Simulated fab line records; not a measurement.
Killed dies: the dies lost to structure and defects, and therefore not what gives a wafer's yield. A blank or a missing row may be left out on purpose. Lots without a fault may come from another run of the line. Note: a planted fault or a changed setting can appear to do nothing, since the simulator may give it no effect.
Split-lot experiment / flow n5Finfet / 21 wafers read across 7 lots, on a route 1938 steps long

== SPLIT DETAILS ==
At N5_BEOL_M13_ETCH_68 (etches SOC in N2/H2, time 355 s), the setting timeS was moved away from the recipe's 355 s on 8 of the 21 wafers read, by -22.5% to +17.4%. For the rest of the wafers, this setting stayed at what the recipe calls for.

Reading taken at the split's own step.

== THE READING ==
SiARC_of_BEOL_M13_COAT_66.thkNm (the simulator's own value, which no gauge read), in nm, at N5_BEOL_M13_ETCH_68 (etches SOC in N2/H2, time 355 s). The file gives no usual value for it. Across the 13 wafers here that went through the recipe, the average is 77.2 nm and the standard deviation 0.68 nm.

wafer=L078.1; tool, chamber at the split=rieDiel-01, 3,0; timeS as run, s=416.7; against the recipe=+17.4%; SiARC_of_BEOL_M13_COAT_66.thkNm, nm=71.8; against lot-mates on the recipe=-6.6
wafer=L078.3; tool, chamber at the split=rieDiel-01, 3,0; timeS as run, s=416.7; against the recipe=+17.4%; SiARC_of_BEOL_M13_COAT_66.thkNm, nm=71.8; against lot-mates on the recipe=-6.6
wafer=L078.2; tool, chamber at the split=rieDiel-01, 2; timeS as run, s=355; against the recipe=recipe; SiARC_of_BEOL_M13_COAT_66.thkNm, nm=78.4; against lot-mates on the recipe=-
wafer=L074.2; tool, chamber at the split=rieDiel-05, 1; timeS as run, s=355; against the recipe=recipe; SiARC_of_BEOL_M13_COAT_66.thkNm, nm=77; against lot-mates on the recipe=-
wafer=L074.4; tool, chamber at the split=rieDiel-05, 3; timeS as run, s=355; against the recipe=recipe; SiARC_of_BEOL_M13_COAT_66.thkNm, nm=78.4; against lot-mates on the recipe=-
wafer=L074.6; tool, chamber at the split=rieDiel-05, 0; timeS as run, s=355; against the recipe=recipe; SiARC_of_BEOL_M13_COAT_66.thkNm, nm=76.2; against lot-mates on the recipe=-
wafer=L080.2; tool, chamber at the split=rieDiel-06, 1; timeS as run, s=355; against the recipe=recipe; SiARC_of_BEOL_M13_COAT_66.thkNm, nm=76.6; against lot-mates on the recipe=-
wafer=L080.3; tool, chamber at the split=rieDiel-06, 0; timeS as run, s=355; against the recipe=recipe; SiARC_of_BEOL_M13_COAT_66.thkNm, nm=77.2; against lot-mates on the recipe=-
wafer=L080.6; tool, chamber at the split=rieDiel-06, 1; timeS as run, s=415.2; against the recipe=+17.0%; SiARC_of_BEOL_M13_COAT_66.thkNm, nm=70.2; against lot-mates on the recipe=-6.7
wafer=L089.1; tool, chamber at the split=rieDiel-05, 3; timeS as run, s=319.7; against the recipe=-9.9%; SiARC_of_BEOL_M13_COAT_66.thkNm, nm=80.8; against lot-mates on the recipe=+3.2
wafer=L089.4; tool, chamber at the split=rieDiel-05, 2; timeS as run, s=319.7; against the recipe=-9.9%; SiARC_of_BEOL_M13_COAT_66.thkNm, nm=78.4; against lot-mates on the recipe=+0.8
wafer=L089.6; tool, chamber at the split=rieDiel-05, 3; timeS as run, s=355; against the recipe=recipe; SiARC_of_BEOL_M13_COAT_66.thkNm, nm=77.6; against lot-mates on the recipe=-
wafer=L094.1; tool, chamber at the split=rieDiel-05, 0; timeS as run, s=275.3; against the recipe=-22.5%; SiARC_of_BEOL_M13_COAT_66.thkNm, nm=84.4; against lot-mates on the recipe=+7.2
wafer=L094.3; tool, chamber at the split=rieDiel-05, 2; timeS as run, s=275.3; against the recipe=-22.5%; SiARC_of_BEOL_M13_COAT_66.thkNm, nm=84; against lot-mates on the recipe=+6.8
wafer=L094.4; tool, chamber at the split=rieDiel-05, 2; timeS as run, s=355; against the recipe=recipe; SiARC_of_BEOL_M13_COAT_66.thkNm, nm=77.2; against lot-mates on the recipe=-
wafer=L093.3; tool, chamber at the split=rieDiel-05, 0; timeS as run, s=355; against the recipe=recipe; SiARC_of_BEOL_M13_COAT_66.thkNm, nm=76.6; against lot-mates on the recipe=-
wafer=L093.4; tool, chamber at the split=rieDiel-05, 1; timeS as run, s=355; against the recipe=recipe; SiARC_of_BEOL_M13_COAT_66.thkNm, nm=77.4; against lot-mates on the recipe=-
wafer=L093.6; tool, chamber at the split=rieDiel-05, 0; timeS as run, s=332.7; against the recipe=-6.3%; SiARC_of_BEOL_M13_COAT_66.thkNm, nm=78.8; against lot-mates on the recipe=+1.8
wafer=L095.1; tool, chamber at the split=rieDiel-01, 3; timeS as run, s=355; against the recipe=recipe; SiARC_of_BEOL_M13_COAT_66.thkNm, nm=76.8; against lot-mates on the recipe=-
wafer=L095.4; tool, chamber at the split=rieDiel-01, 0; timeS as run, s=355; against the recipe=recipe; SiARC_of_BEOL_M13_COAT_66.thkNm, nm=76.4; against lot-mates on the recipe=-
wafer=L095.5; tool, chamber at the split=rieDiel-01, 2; timeS as run, s=355; against the recipe=recipe; SiARC_of_BEOL_M13_COAT_66.thkNm, nm=77.8; against lot-mates on the recipe=-
If several chambers appear in one row, that row covers several wafers at once and the file leaves open which wafer was in which chamber.

FIT RESULTS
A straight line over all 21 wafers: SiARC_of_BEOL_M13_COAT_66.thkNm changes by -0.319 nm for each +1% of timeS; r = -0.97; the points scatter about the line by 0.81 nm.
The same after taking each lot's own level away (the mean of its wafers on the recipe; 21 wafers): -0.334 nm for each +1%; r = -0.98; scatter 0.77 nm.
The reading moves by 7.5 nm for the largest change in timeS, on that fit.
The span of the lots' own levels, 76.90 to 78.40 nm, comes to 2.2 times the standard deviation stated above.
Consequently the slope shifts little with the lot-to-lot level, the two slopes agreeing.
Check: for one of the wafers moved furthest among these (-22.5%), held out of the fit, the line's prediction against its lot-mates is +7.19 nm. It came out at +7.2 nm against them.

== FURTHER SPLITS ON THESE WAFERS ==
Other splits were also applied to these wafers ahead of the reading. Each is held against what the fit with the lots' levels taken away leaves over:
other split on the same wafers=N5_BEOL_M9_COAT_05 spinRpm; wafers away from the commonest value=8; r with SiARC_of_BEOL_M13_COAT_66.thkNm (lot level and that fit taken away)=-0.07
other split on the same wafers=N5_BEOL_M11_COAT_05 spinRpm; wafers away from the commonest value=4; r with SiARC_of_BEOL_M13_COAT_66.thkNm (lot level and that fit taken away)=-0.23
other split on the same wafers=N5_BEOL_M11_ETCH_41 timeS; wafers away from the commonest value=8; r with SiARC_of_BEOL_M13_COAT_66.thkNm (lot level and that fit taken away)=+0.30
other split on the same wafers=N5_BEOL_M13_COAT_04 spinRpm; wafers away from the commonest value=5; r with SiARC_of_BEOL_M13_COAT_66.thkNm (lot level and that fit taken away)=+0.39

== THE FILE'S OWN FIT ==
SiARC_of_BEOL_M13_COAT_66.thkNm changes by -0.338 nm for each +1% of timeS, r = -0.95.
